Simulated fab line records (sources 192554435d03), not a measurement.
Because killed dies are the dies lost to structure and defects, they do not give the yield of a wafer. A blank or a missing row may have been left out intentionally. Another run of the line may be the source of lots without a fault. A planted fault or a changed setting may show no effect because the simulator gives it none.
Chamber matching | flow n5Finfet | 4 sister chambers for N5_FIN_SAQP_MANDREL_ETCH_22 on rieSi-02
The step etches a-Si in HBr/Cl2, stops on SiNx, target depth 60 nm, bt time 10 s, time 30 s. 4 wafers are shown with their chamber, then 12 later ones without.

## WAFERS WITH THEIR CHAMBER
wafer  | chamber | drypumpMotorCurrentA (A)
L084.5 | 3       | 5.4
L085.2 | 0       | 4.8
L085.4 | 2       | 5.8
L085.6 | 1       | 5.6

## WAFERS WHOSE CHAMBER IS MISSING
wafer  | drypumpMotorCurrentA (A)
L086.1 | 5.8
L086.2 | 5.4
L086.3 | 5.6
L087.1 | 5.6
L087.2 | 5.4
L087.5 | 5.4
L096.1 | 5.8
L096.3 | 5.5
L096.4 | 4.8
L097.1 | 5.6
L097.3 | 4.8
L097.6 | 5.4

## EACH ONE'S CHAMBER
wafer  | from the rows above     | in truth
L086.1 | 2                       | 2
L086.2 | 3                       | 3
L086.3 | 1                       | 1
L087.1 | 1                       | 1
L087.2 | 3                       | 3
L087.5 | 3                       | 3
L096.1 | 2                       | 2
L096.3 | can't be placed: 1 or 3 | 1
L096.4 | 0                       | 0
L097.1 | 1                       | 1
L097.3 | 0                       | 0
L097.6 | 3                       | 3
Correctly placed: 11 of 12. Not placeable from these rows: 1 (in 1, the candidates include the true chamber). 0 placed wrongly.
How it was worked out, from the rows above alone: a wafer's distance from a chamber is the root of the sum, over the readings, of the square of ((its reading less the chamber's mean) divided by the reading's scatter). If the next closest chamber is less than 2 further off than the closest, the wafer can't be placed; otherwise it belongs to the closest. The mean given for a chamber averages the wafers shown for that chamber. The scatter (one wafer shown for each chamber): square how far every hidden wafer sits from the nearest shown wafer, average those squares and take the square root.
